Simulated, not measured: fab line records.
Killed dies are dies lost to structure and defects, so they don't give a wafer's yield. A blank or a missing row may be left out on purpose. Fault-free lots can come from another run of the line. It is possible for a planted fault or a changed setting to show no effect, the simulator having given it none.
fab line records | flow nand-harc | part 1 of 2: steps 1 to 23 of 33
record: lots: 5 wafers: 15 last-day: 33
route steps=1302 shown HYBRID_BOND@1239 THIN_TSV@1244
lots that met no fault: taken from a fault-free run of the same line
start-h: start of the lot's first displayed wafer, in hours after the record's first day | wait-h: hours from the lot's prior step to this one | " the same as in the row above | L1.1+2: several wafers, shown together as one row | - value missing, or start not given | * or withheld: withheld | < > ~ a bound
route shown NAME@n: NAME is a module with steps in the file, n the number in the route of the first one | usual: mean/standard deviation taken from wafers without a fault | same: alike in all rows | chamber/n: place in a boat | sites: readings site by site | _std_site: the standard deviation of these | _edge_site: the outer-site mean with the inner-site mean subtracted | radius-mm: for every site, how far away it sits from the centre of the wafer | mask NAME#n: copy n | behind: the last tool/chamber to shape the wafer | hold: why the lot went on hold/how many hours it stayed there/how the hold came to an end | device: which transistor (n, p or np) failed to switch | end of line: the tests these same wafers got at the end of their route | a step given without rows: its recipe and nothing more | killed: count of dies lost to structure and defects at first sort (not the wafer's yield) | map: per-die view of a wafer (x killed, . not killed, _ where there is no die)
set.NAME: the setting that was run; set.NAME@STEP: the one run at that earlier step | model.NAME: the simulator's own value behind a step, which no gauge read
certain route steps with their lots: each step a table, each wafer a row
services: the hour from which a tool's chamber was out of use, counted from the record's first day as start-h (under 0 if before that day), plus the number of hours and why
== steps ==
step: NHARC_HYBRID_BOND_SRD_02
recipe: time-s: 30 temp-c: 23 dry-time-s: 20 spin-rpm: 1500
usual: co2-resistivity-mohm-cm: 0.2001/0.0022
columns lot.wafer tool chamber start-h wait-h co2-resistivity-mohm-cm
L076.2 wet-bench-10 0 - - 0.1992
L076.3 " 1 " " 0.2013
L076.5 " 4 " " 0.2034
L079.1 wet-bench-08 7 - - 0.1996
L079.4 " 2 " " 0.2003
L079.5 " 4 " " 0.1954
L086.2 wet-bench-10 4 - - 0.2002
L086.4 " 5 " " 0.2035
L086.5 " 6 " " 0.1996
L089.6 wet-bench-08 3 - - 0.1992
L089.5 " 4 " " 0.2018
L089.1 " 5 " " 0.1961
L095.1 wet-bench-10 4 - - 0.2030
L095.2 " 5 " " 0.2049
L095.6 " 6 " " 0.2007
step: NHARC_HYBRID_BOND_BOND_03
recipe: temp-c: 25
usual: bond-force-kN: 5.002/0.011
columns lot.wafer tool chamber start-h wait-h bond-force-kN
L076.2 wafer-bonder-01 0 571.80 - 4.982
L076.3 " 0 " " 4.995
L076.5 " 0 " " 5.004
L079.1 wafer-bonder-01 0 584.94 - 4.993
L079.4 " 0 " " 4.997
L079.5 " 0 " " 4.984
L086.2 wafer-bonder-01 0 649.63 - 4.989
L086.4 " 0 " " 4.982
L086.5 " 0 " " 4.985
L089.1 wafer-bonder-01 0 670.36 - 5.008
L089.5 " 0 " " 5.019
L089.6 " 0 " " 5.019
L095.1 wafer-bonder-01 0 744.91 - 4.989
L095.2 " 0 " " 4.991
L095.6 " 0 " " 4.993
step: NHARC_HYBRID_BOND_ANNEAL_04
recipe: temp-c: 300 time-s: 7200 ramp-up-c-per-min: 5 ramp-down-c-per-min: 3 idle-temp-c: 100 pressure-atm: 1
usual: pressure-atm: 1.0000/0.0021 zone-power-lower-pct: 3.54/0.18
columns lot.wafer tool chamber start-h wait-h pressure-atm zone-power-lower-pct
L076.2 furnace-08 0 575.04 3.1 0.9970 3.60
L076.3 " 0 " " 0.9994 3.68
L076.5 " 0 " " 0.9947 3.66
L079.1 furnace-08 0 592.48 7.4 1.0017 3.64
L079.4 " 0 " " 0.9998 3.63
L079.5 " 0 " " 1.0016 3.69
L086.2 furnace-02 0 654.05 4.3 1.0055 3.28
L086.4 " 0 " " 1.0034 3.27
L086.5 " 0 " " 1.0023 3.22
L089.1 furnace-08 0 674.63 4.1 1.0012 3.67
L089.5 " 0 " " 0.9978 3.61
L089.6 " 0 " " 0.9962 3.63
L095.1 furnace-08 0 749.73 4.7 0.9997 3.67
L095.2 " 0 " " 0.9960 3.65
L095.6 " 0 " " 1.0005 3.55
step: NHARC_HYBRID_BOND_OVL_MEAS_05
usual: overlay-x-nm: -1/32 overlay-y-nm: 3/32
columns lot.wafer tool chamber start-h wait-h overlay-x-nm overlay-y-nm
L076.2 overlay-02 - 579.80 0.4 -26 47
L076.3 " - " " 19 -9
L076.5 " - " " 58 4
L079.1 overlay-02 - 597.30 0.4 -43 26
L079.4 " - " " -17 67
L079.5 " - " " 17 88
L086.2 overlay-02 - 658.79 0.4 6 -50
L086.4 " - " " -39 23
L086.5 " - " " -41 8
L089.1 overlay-01 - 679.35 0.4 -39 20
L089.5 " - " " -10 10
L089.6 " - " " 1 -39
L095.1 overlay-02 - 754.40 0.4 9 33
L095.2 " - " " 28 -33
L095.6 " - " " -23 -17
step: NHARC_HYBRID_BOND_INSPECT_06
recipe: inspect-instrument: ir-void
usual: raw-defect-count: 89/40
columns lot.wafer tool chamber start-h wait-h raw-defect-count
L076.2 defect-inspect-01 - 579.85 0.1 125
L076.3 " - " " 132
L076.5 " - " " 121
L079.1 defect-inspect-02 - 597.35 0.0 135
L079.4 " - " " 131
L079.5 " - " " 131
L086.2 defect-inspect-02 - 658.84 0.1 151
L086.4 " - " " 160
L086.5 " - " " 159
L089.1 defect-inspect-01 - 679.40 0.0 33
L089.5 " - " " 24
L089.6 " - " " 28
L095.1 defect-inspect-01 - 754.46 0.1 75
L095.2 " - " " 94
L095.6 " - " " 74
step: NHARC_THIN_TSV_GRIND_00
recipe: target-thk-um: 6
usual: motor-current-A: 11.998/0.023 slurry-flow-ml-min: 149.9/0.52
columns lot.wafer tool chamber start-h wait-h motor-current-A slurry-flow-ml-min
L076.2 grinder-01 0 581.41 1.6 12.008 150.0
L076.3 " 0 " " 12.046 149.7
L076.5 " 0 " " 11.957 150.5
L079.1 grinder-01 0 597.50 0.1 11.968 149.7
L079.4 " 0 " " 12.013 149.7
L079.5 " 0 " " 12.006 150.1
L086.2 grinder-01 0 659.19 0.3 11.975 149.1
L086.4 " 0 " " 12.017 149.0
L086.5 " 0 " " 11.997 149.6
L089.1 grinder-01 0 679.55 0.1 11.962 149.8
L089.5 " 0 " " 11.998 150.3
L089.6 " 0 " " 11.986 150.0
L095.1 grinder-01 0 755.79 1.3 11.988 150.4
L095.2 " 0 " " 11.992 150.4
L095.6 " 0 " " 12.017 150.5
step: NHARC_THIN_TSV_CMP_01
recipe: target-thk-um: 3
usual: motor-current-A: 11.9/0.75 slurry-flow-ml-min: 150.0/0.49
columns lot.wafer tool chamber start-h wait-h motor-current-A slurry-flow-ml-min
L076.3 cmp-02 1 582.49 0.7 12.2 150.3
L076.2 " 2 " " 11.7 149.5
L076.5 " 0 " " 12.2 149.2
L079.1 cmp-02 2 598.79 1.1 10.7 150.9
L079.4 " 3 " " 13.0 149.6
L079.5 " 1 " " 12.3 150.0
L086.4 cmp-01 0 660.22 0.4 11.5 150.4
L086.2 " 3 " " 12.1 150.1
L086.5 " 1 " " 11.1 149.9
L089.1 cmp-01 1 680.85 1.1 11.0 149.7
L089.5 " 2 " " 10.9 150.5
L089.6 " 3 " " 11.9 149.7
L095.1 cmp-01 2 757.01 1.0 11.1 151.1
L095.2 " 0 " " 11.8 149.8
L095.6 " 3 " " 12.7 149.8
step: NHARC_THIN_TSV_THK_MEAS_02
recipe: thk-meas-gauge: ir
usual: thk-nm: 3040/220
columns lot.wafer tool chamber start-h wait-h thk-nm
L076.2 film-metro-01 - 582.70 - 3136
L076.3 " - " " 3270
L076.5 " - " " 3010
L079.1 film-metro-01 - 599.00 - 3201
L079.4 " - " " 3101
L079.5 " - " " 3312
L086.2 film-metro-02 - 660.49 - 2714
L086.4 " - " " 2494
L086.5 " - " " 3040
L089.1 film-metro-02 - 681.04 - 3299
L089.5 " - " " 3148
L089.6 " - " " 3217
L095.1 film-metro-02 - 757.27 - 2700
L095.2 " - " " 3010
L095.6 " - " " 2901
step: NHARC_THIN_TSV_SRD_03
columns lot.wafer tool chamber start-h wait-h
L076.3+5+2 wet-bench-10 7,0,3 582.74 0.0
L079.1+5+4 wet-bench-10 7,1,2 599.04 0.0
L086.5+2+4 wet-bench-10 6,0,1 660.53 0.0
L089.1+5+6 wet-bench-08 6,1,3 681.08 0.0
L095.2+6+1 wet-bench-08 1,3,4 757.31 0.0
step: NHARC_THIN_TSV_PRECLEAN_41
recipe: time-s: * temp-c: 50 bath-age-min: 0 chemistry: SC1
usual: h2o2-flow-mL-min: 56.59/0.16
columns lot.wafer tool chamber start-h wait-h h2o2-flow-mL-min
L076.3 wet-bench-10 7 582.77 0.0 56.80
L076.5 " 0 " " 56.56
L076.2 " 3 " " 56.50
L079.1 wet-bench-10 7 599.07 0.0 56.73
L079.5 " 1 " " 56.59
L079.4 " 2 " " 56.74
L086.5 wet-bench-10 6 660.55 0.0 56.66
L086.2 " 0 " " 56.90
L086.4 " 1 " " 56.55
L089.1 wet-bench-08 6 681.11 0.0 56.70
L089.5 " 1 " " 57.06
L089.6 " 3 " " 56.75
L095.2 wet-bench-08 1 757.33 0.0 56.45
L095.6 " 3 " " 56.31
L095.1 " 4 " " 56.54
step: NHARC_THIN_TSV_SRD_42
columns lot.wafer tool chamber start-h wait-h
L076.3+5+2 wet-bench-10 7,0,3 - -
L079.1+5+4 wet-bench-10 7,1,2 - -
L086.5+2+4 wet-bench-10 6,0,1 - -
L089.1+5+6 wet-bench-08 6,1,3 - -
L095.2+6+1 wet-bench-08 1,3,4 - -
step: NHARC_THIN_TSV_DEP_43
recipe: target-thk-a: 13285 temp-c: withheld pressure-torr: 6.5 rf-w: 900 teos-flow-sccm: 161.4 flow-sccm: 2650 target-thk-nm: 1328.5 gas: O2 material: SiO2
usual: flow-sccm: 2649/8.1 showerhead-vpp-V: 1827/59 throttle-valve-pct: 16.2/0.45
columns lot.wafer tool chamber start-h wait-h flow-sccm showerhead-vpp-V throttle-valve-pct
L076.3 pecvd-03 0 582.97 - 2646 1873 16.5
L076.2 " 1 " " 2644 1780 16.6
L076.5 " 1 " " 2639 1778 16.5
L079.1 pecvd-04 2 599.27 - 2657 1831 16.4
L079.4 " 1 " " 2650 1947 16.0
L079.5 " 2 " " 2655 1822 16.4
L086.2 pecvd-02 2 660.71 - 2642 1818 16.4
L086.4 " 2 " " 2638 1780 16.5
L086.5 " 0 " " 2643 1857 15.8
L089.1 pecvd-03 2 681.31 - 2653 1802 15.9
L089.5 " 2 " " 2640 1796 15.4
L089.6 " 0 " " 2644 1886 16.9
L095.2 pecvd-02 1 757.49 - 2649 1793 16.1
L095.1 " 2 " " 2639 1795 16.2
L095.6 " 2 " " 2631 1794 16.3
step: NHARC_THIN_TSV_DEHYDRATE_04
recipe: temp-c: 150 time-s: 120
usual: chill-plate-temp-C: 23.00/0.11 exhaust-pa: 45.0/0.86
columns lot.wafer tool chamber start-h wait-h chill-plate-temp-C exhaust-pa
L076.2 litho-track-03 0 583.32 - 23.18 45.1
L076.3 " 0 " " 22.94 45.0
L076.5 " 0 " " 23.10 45.4
L079.1 litho-track-02 0 599.62 - 23.10 44.5
L079.4 " 0 " " 22.86 45.6
L079.5 " 0 " " 22.98 44.4
L086.2 litho-track-03 0 661.11 - 23.05 43.2
L086.4 " 0 " " 22.99 44.0
L086.5 " 0 " " 22.95 43.8
L089.1 litho-track-05 0 681.66 - 22.87 44.5
L089.5 " 0 " " 23.02 45.4
L089.6 " 0 " " 22.98 45.5
L095.1 litho-track-03 0 757.89 - 23.25 45.7
L095.2 " 0 " " 23.06 45.2
L095.6 " 0 " " 23.04 46.3
step: NHARC_THIN_TSV_HMDS_05
recipe: time-s: 30
usual: chill-plate-temp-C: 23.01/0.11 exhaust-pa: 44.9/0.89
columns lot.wafer tool chamber start-h wait-h chill-plate-temp-C exhaust-pa
L076.2 litho-track-03 0 - - 23.19 44.9
L076.3 " 0 " " 22.95 43.9
L076.5 " 0 " " 23.09 44.2
L079.1 litho-track-02 0 - - 23.13 45.9
L079.4 " 0 " " 23.24 45.3
L079.5 " 0 " " 23.01 45.5
L086.2 litho-track-03 0 - - 23.02 44.5
L086.4 " 0 " " 23.11 43.7
L086.5 " 0 " " 23.17 45.2
L089.1 litho-track-05 0 - - 23.05 46.3
L089.5 " 0 " " 22.99 44.7
L089.6 " 0 " " 22.98 46.1
L095.1 litho-track-03 0 - - 23.13 44.0
L095.2 " 0 " " 23.10 44.8
L095.6 " 0 " " 23.07 45.6
step: NHARC_THIN_TSV_COAT_06
recipe: spin-rpm: *
usual: chill-plate-temp-C: 22.98/0.1 exhaust-pa: 45.0/0.72
columns lot.wafer tool chamber start-h wait-h chill-plate-temp-C exhaust-pa
L076.2 litho-track-03 0 - - 22.69 45.0
L076.3 " 0 " " 22.77 45.4
L076.5 " 0 " " 22.71 45.7
L079.1 litho-track-02 0 - - 22.96 44.7
L079.4 " 0 " " 22.99 44.7
L079.5 " 0 " " 23.03 44.2
L086.2 litho-track-03 0 - - 23.06 43.9
L086.4 " 0 " " 23.21 44.3
L086.5 " 0 " " 22.90 44.4
L089.1 litho-track-05 0 - - 22.91 45.4
L089.5 " 0 " " 23.08 45.8
L089.6 " 0 " " 23.15 46.0
L095.1 litho-track-03 0 - - 23.07 45.1
L095.2 " 0 " " 23.01 45.5
L095.6 " 0 " " 23.13 45.7
step: NHARC_THIN_TSV_SOFTBAKE_07
recipe: temp-c: 122 time-s: 95
usual: chill-plate-temp-C: 22.99/0.12 exhaust-pa: 44.8/0.92
columns lot.wafer tool chamber start-h wait-h chill-plate-temp-C exhaust-pa
L076.2 litho-track-03 0 - - 22.92 44.5
L076.3 " 0 " " 22.89 44.6
L076.5 " 0 " " 23.07 44.3
L079.1 litho-track-02 0 - - 22.91 45.2
L079.4 " 0 " " 22.81 45.7
L079.5 " 0 " " 22.74 46.1
L086.2 litho-track-03 0 - - 23.03 45.7
L086.4 " 0 " " 22.92 45.3
L086.5 " 0 " " 22.82 45.3
L089.1 litho-track-05 0 - - 22.87 44.8
L089.5 " 0 " " 22.85 45.4
L089.6 " 0 " " 22.92 46.3
L095.1 litho-track-03 0 - - 23.13 44.8
L095.2 " 0 " " 22.97 43.0
L095.6 " 0 " " 23.04 44.8
step: NHARC_THIN_TSV_EBR_08
usual: chill-plate-temp-C: 23.01/0.11 exhaust-pa: 44.9/0.85
columns lot.wafer tool chamber start-h wait-h chill-plate-temp-C exhaust-pa
L076.2 litho-track-03 0 - - 23.01 45.6
L076.3 " 0 " " 23.08 43.4
L076.5 " 0 " " 22.97 45.2
L079.1 litho-track-02 0 - - 23.09 45.4
L079.4 " 0 " " 23.06 44.3
L079.5 " 0 " " 22.88 45.4
L086.2 litho-track-03 0 - - 23.06 44.1
L086.4 " 0 " " 22.90 44.9
L086.5 " 0 " " 23.01 45.1
L089.1 litho-track-05 0 - - 23.12 43.6
L089.5 " 0 " " 23.17 45.2
L089.6 " 0 " " 23.27 45.7
L095.1 litho-track-03 0 - - 22.96 45.1
L095.2 " 0 " " 22.77 46.7
L095.6 " 0 " " 23.06 45.2
step: NHARC_THIN_TSV_EXPOSE_09
recipe: na: 0.55 dose-mj: 30.7 mask-id: TSV
usual: focus-offset-nm: 0.0/0.46
columns lot.wafer tool chamber start-h wait-h mask focus-offset-nm
L076.2 krf-scanner-01 0 583.47 - TSV#0 -0.8
L076.3 " 0 " " TSV#0 0.3
L076.5 " 0 " " TSV#0 0.2
L079.1 krf-scanner-01 0 599.77 - TSV#0 -0.3
L079.4 " 0 " " TSV#0 0.1
L079.5 " 0 " " TSV#0 -0.7
L086.2 krf-scanner-04 0 661.38 - TSV#0 -0.4
L086.4 " 0 " " TSV#0 0.3
L086.5 " 0 " " TSV#0 0.7
L089.1 krf-scanner-02 0 681.81 - TSV#0 0.2
L089.5 " 0 " " TSV#0 0.4
L089.6 " 0 " " TSV#0 0.4
L095.1 krf-scanner-01 0 758.04 - TSV#0 -0.1
L095.2 " 0 " " TSV#0 -1.0
L095.6 " 0 " " TSV#0 -0.5
step: NHARC_THIN_TSV_PEB_10
recipe: peb-temp-c: 118 peb-time-s: 85
usual: chill-plate-temp-C: 22.99/0.1 exhaust-pa: 44.9/0.84
columns lot.wafer tool chamber start-h wait-h chill-plate-temp-C exhaust-pa
L076.2 litho-track-03 0 583.53 0.1 22.92 44.5
L076.3 " 0 " " 22.71 43.8
L076.5 " 0 " " 23.01 44.1
L079.1 litho-track-03 0 599.83 0.1 22.93 44.0
L079.4 " 0 " " 23.05 46.0
L079.5 " 0 " " 22.99 45.2
L086.2 litho-track-05 0 661.44 0.1 22.90 45.4
L086.4 " 0 " " 22.94 45.8
L086.5 " 0 " " 22.71 46.5
L089.1 litho-track-03 0 681.88 0.1 23.01 45.2
L089.5 " 0 " " 22.99 46.8
L089.6 " 0 " " 23.28 45.7
L095.1 litho-track-05 0 758.10 0.1 22.93 43.3
L095.2 " 0 " " 22.80 44.1
L095.6 " 0 " " 22.92 43.5
step: NHARC_THIN_TSV_DEVELOP_11
recipe: time-s: 70
usual: chill-plate-temp-C: 23.02/0.1 exhaust-pa: 44.8/0.9
columns lot.wafer tool chamber start-h wait-h chill-plate-temp-C exhaust-pa
L076.2 litho-track-03 0 - - 22.86 44.1
L076.3 " 0 " " 22.95 44.4
L076.5 " 0 " " 22.94 44.2
L079.1 litho-track-03 0 - - 23.02 44.3
L079.4 " 0 " " 23.03 45.1
L079.5 " 0 " " 23.13 43.8
L086.2 litho-track-05 0 - - 22.97 44.9
L086.4 " 0 " " 22.92 45.5
L086.5 " 0 " " 22.84 44.0
L089.1 litho-track-03 0 - - 22.91 44.5
L089.5 " 0 " " 23.04 44.0
L089.6 " 0 " " 22.94 44.9
L095.1 litho-track-05 0 - - 23.19 45.0
L095.2 " 0 " " 23.31 44.0
L095.6 " 0 " " 23.07 45.9
step: NHARC_THIN_TSV_CD_MEAS_12
recipe: target-cd-nm: 1000 landing-energy-ev: 500
usual: cd-nm: 999.6/1.9
columns lot.wafer tool chamber start-h wait-h cd-nm
L076.2 cd-sem-02 0 583.63 - 998.9
L076.3 " 0 " " 999.0
L076.5 " 0 " " 999.7
L079.1 cd-sem-02 0 599.93 - 1000.3
L079.4 " 0 " " 998.3
L079.5 " 0 " " 1002.3
L086.2 cd-sem-02 0 661.53 - 999.6
L086.4 " 0 " " 1001.8
L086.5 " 0 " " 998.2
L089.1 cd-sem-03 0 681.97 - 1000.0
L089.5 " 0 " " 997.5
L089.6 " 0 " " 998.0
L095.1 cd-sem-01 0 758.19 - 999.3
L095.2 " 0 " " 1000.3
L095.6 " 0 " " 999.9
step: NHARC_THIN_TSV_HARDBAKE_13
recipe: temp-c: 125 time-s: 80
usual: chill-plate-temp-C: 23.01/0.11 exhaust-pa: 44.8/0.94
columns lot.wafer tool chamber start-h wait-h chill-plate-temp-C exhaust-pa
L076.2 litho-track-05 0 583.71 - 23.18 43.4
L076.3 " 0 " " 23.15 43.6
L076.5 " 0 " " 23.06 44.5
L079.1 litho-track-05 0 600.00 - 22.74 46.2
L079.4 " 0 " " 22.94 45.1
L079.5 " 0 " " 23.02 45.6
L086.2 litho-track-03 0 661.62 - 23.17 45.0
L086.4 " 0 " " 23.28 45.1
L086.5 " 0 " " 23.16 44.2
L089.1 litho-track-05 0 682.05 - 22.89 44.1
L089.5 " 0 " " 22.87 43.6
L089.6 " 0 " " 22.95 45.1
L095.1 litho-track-05 0 758.27 - 23.08 44.5
L095.2 " 0 " " 23.00 45.3
L095.6 " 0 " " 23.17 45.2
step: NHARC_THIN_TSV_DESCUM_14
recipe: time-s: 3 o2-flow-sccm: 200 ar-flow-sccm: 0 bias-power-w: 0 chemistry: O2
usual: drypump-motor-current-A: 5.7/0.37 oes-product-au: 1.001/0.013 rf-vpp-V: 58.0/0.85 showerhead-plenum-p-Torr: 1.93/0.086 throttle-valve-pct: 11.311/0.01
columns lot.wafer tool chamber start-h wait-h drypump-motor-current-A oes-product-au rf-hours-counter-h rf-vpp-V showerhead-plenum-p-Torr throttle-valve-pct
L076.2 rie-diel-08 1 583.79 - 5.5 0.974 1.9 58.2 1.91 11.323
L076.3 " 2 " " 5.9 1.009 1.2 57.8 2.05 11.314
L076.5 " 1 " " 5.6 0.975 - 56.9 1.91 11.312
L079.1 rie-diel-08 2 600.10 - 5.9 1.001 1.7 59.0 2.05 11.319
L079.4 " 3 " " 5.9 0.987 3.0 57.2 1.94 11.298
L079.5 " 1 " " 5.5 0.980 - 58.2 1.91 11.319
L086.4 rie-diel-04 1 661.71 - 5.2 0.993 7.4 57.5 1.90 11.313
L086.2 " 2 " " 6.2 0.996 7.0 59.1 2.04 11.316
L086.5 " 3 " " 5.5 1.017 - 57.7 1.77 11.305
L089.1 rie-diel-04 0 682.13 - 5.5 0.978 8.6 57.7 1.90 11.305
L089.6 " 0 " " 5.5 0.966 - 57.5 1.90 11.315
L089.5 " 1 " " 5.2 0.984 - 58.6 1.90 11.309
L095.2 rie-diel-04 2 758.36 - 6.3 1.018 4.4 58.5 2.03 11.310
L095.1 " 0 " " 5.5 1.001 4.2 57.5 1.90 11.302
L095.6 " 1 " " 5.2 1.022 - 56.7 1.90 11.307
